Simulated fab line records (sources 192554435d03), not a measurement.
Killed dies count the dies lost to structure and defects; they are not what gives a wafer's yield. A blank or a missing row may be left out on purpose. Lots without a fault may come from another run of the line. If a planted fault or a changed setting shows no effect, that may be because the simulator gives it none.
Struck lot and sound lot, side by side | flow n5Finfet | 41 steps out of a route of 1938
Sound: wafers L721.1, L721.3, L721.6. The struck wafers were L717.1, L717.2, L717.3. The cause is named last.
Per side, at each step with rows, come the tool, then ch with its chambers, and then its first start. Under that, the readings that differ: sound wafers | struck wafers | difference of the means | sigmas: that difference in standard deviations of wafers without a fault.
alike: readings with means less than 2 such deviations apart, plus words and numbers identical on both sides. not compared: withheld readings, readings lacking a value on some wafer, bounds such as >300 that could conceal the same value, and numbers that have no deviation in the record and whose values overlap.
A row with sigmas, a row that says differs or no value, or rows on one side alone: a step with any of these is where the two part. Numbers that don't overlap but have no deviation are shown without sigmas and don't part them. Lack of a reading on every wafer of one side parts them only where that side has two or more wafers.

first, 11 steps without rows for these wafers: N5_BEOL_M0_SAQP_RECESS_114 (chemistry HF/NH3, target SiO2, target depth 14.4 nm, afs cycles 3, sublimation time 60 s); N5_BEOL_M0_SAQP_SPACER1_ALD_98 (deposits SiO2, target thk 12.8 nm, pulse time 1 s, purge time 2 s); N5_BEOL_M0_SAQP_SPACER1_ETCHBACK_99 (etches SiO2 in CHF3/O2, target depth 15.4 nm, time 7.7 s); N5_BEOL_M0_SAQP_MANDREL1_REMOVE_100 (chemistry HBr/Cl2/O2, target a-Si, stops on SiNx, bt time 10 s); N5_BEOL_M0_SAQP_ETCH_101 (etches SiNx in CH3F/O2, target depth 29.9 nm, time 42.7 s); N5_BEOL_M0_SAQP_ETCH_102 (etches SiO2 in CF4, target depth 4 nm, time 4.4 s); N5_BEOL_M0_SAQP_MANDREL_ETCH_103 (etches a-Si in HBr/Cl2, stops on SiCN, target depth 45 nm, bt time 10 s, time 27 s); N5_BEOL_M0_SAQP_RECESS_104 (chemistry HF/NH3, target SiO2, target depth 18 nm, afs cycles 3, sublimation time 60 s); N5_BEOL_M0_SAQP_COAT_105 (time 60 s, resist thk 100 nm); N5_BEOL_M0_SAQP_ETCH_106 (etches SOC in N2/H2, stops on SiNx, target depth 150 nm); N5_BEOL_M0_SAQP_ETCH_107 (etches SiNx in CH3F/O2, target depth 30 nm).
N5_BEOL_M0_SAQP_STRIP_108: strips in N2/H2.
  sound on rieDiel-02 ch 0,1,2, day 10 00:35; struck on rieDiel-01 ch 0,1,3, day 9 04:30
  alike: drypumpMotorCurrentA, oesProductAu, rfVppV, showerheadPlenumPTorr, throttleValvePct
  not compared: rfHoursCounterH
then, 13 steps without rows for these wafers: N5_BEOL_M0_SAQP_RECESS_109 (chemistry HF/NH3, target SiO2, target depth 3 nm, afs cycles 1, sublimation time 60 s); N5_BEOL_M0_SAQP_SPACER2_ALD_26 (deposits SiO2, target thk 15 nm, pulse time 1 s, purge time 2 s); N5_BEOL_M0_SAQP_SPACER2_ETCHBACK_27 (etches SiO2 in CHF3/O2, target depth 22.5 nm, time 11.25 s); N5_BEOL_M0_SAQP_MANDREL2_REMOVE_110 (chemistry HBr/Cl2/O2, target a-Si, stops on SiCN, bt time 10 s); N5_BEOL_M0_SAQP_COAT_69 (time 60 s, resist thk 90 nm); N5_BEOL_M0_SAQP_COAT_72 (time 60 s, resist thk 15 nm); N5_BEOL_M0_SAQP_COAT_87 (time 60 s, resist thk 5 nm); N5_BEOL_M0_SAQP_COAT_34 (resist thk 30 nm); N5_BEOL_M0_SAQP_EBR_36; N5_BEOL_M0_SAQP_SOFTBAKE_35 (time 60 s); N5_BEOL_M0_SAQP_EXPOSE_37 (exposes mask M0 CUT1, target cd 30 nm); N5_BEOL_M0_SAQP_PEB_38 (peb time 60 s); N5_BEOL_M0_SAQP_DEVELOP_39 (develop time 30 s).
N5_BEOL_M0_SAQP_INSPECT_42: inspects for defects (brightfield).
  struck on defectInspect-01, day 9 07:05; sound on defectInspect-01, day 10 01:58
reading        | sound       | struck         | difference | sigmas
rawDefectCount | 273 268 234 | 1168 1285 1137 | +938       | +12
then, 12 steps without rows for these wafers: N5_BEOL_M0_SAQP_DESCUM_45 (chemistry O2, time 7 s); N5_BEOL_M0_SAQP_ETCH_88 (etches underlayer in N2/H2, target depth 6.5 nm, time 5.2 s); N5_BEOL_M0_SAQP_ETCH_73 (etches SiARC in CF4, target depth 19.5 nm, time 32.5 s); N5_BEOL_M0_SAQP_CUT_ETCH_46 (etches SOC in N2/H2, target depth 135 nm, overetch 27 nm, time 202.5 s); N5_BEOL_M0_SAQP_STRIP_74 (strips in N2/H2); N5_BEOL_M0_SAQP_STRIP_89 (strips in N2/H2); N5_BEOL_M0_SAQP_ALD_48 (deposits SiO2, target thk 20 nm, pulse time 1 s, co reactant pulse time 1 s); N5_BEOL_M0_SAQP_ETCH_49 (etches SiO2 in CF4/O2, target depth 37 nm); N5_BEOL_M0_SAQP_STRIP_75 (strips in CF4); N5_BEOL_M0_CUTY_COAT_50 (time 60 s, resist thk 15 nm); N5_BEOL_M0_CUTY_COAT_51 (resist thk 150 nm); N5_BEOL_M0_CUTY_EBR_52.
N5_BEOL_M0_CUTY_INSPECT_59: inspects for defects (macro).
  struck on defectInspect-01, day 9 08:28; sound on defectInspect-02, day 10 03:28
reading        | sound | struck         | difference | sigmas
rawDefectCount | 4 1 2 | >300 >300 >300 | differs    | 
-- record jumps: 2 days separate the struck wafers' starts on either side; left off in module BEOL_M0_CUTY, taken up again in module BEOL_M4, whose first shown step is the route's number 1111 --
N5_BEOL_M4_RC_MEAS_101:
  sound on prober-01 ch 0, day 12 15:24; struck on prober-01 ch 0, day 11 17:29
  alike: DIBL_N, DIBL_P, IOFF_N, IOFF_P, ION_N, ION_P, SS_N, SS_P, VT_N, VT_P
-- record jumps: 4 days separate the struck wafers' starts on either side; left off in module BEOL_M4, taken up again in module PASSIVATION, whose first shown step is the route's number 1936 --
N5_PASSIVATION_PROBE_49:
  only the struck wafers here have rows in the record (prober-02, day 15 23:14); the sound ones have none

== WHERE THEY PART ==
At N5_BEOL_M0_SAQP_INSPECT_42 first; at N5_PASSIVATION_PROBE_49 last (within this record only).

WHY: what the simulator had put in
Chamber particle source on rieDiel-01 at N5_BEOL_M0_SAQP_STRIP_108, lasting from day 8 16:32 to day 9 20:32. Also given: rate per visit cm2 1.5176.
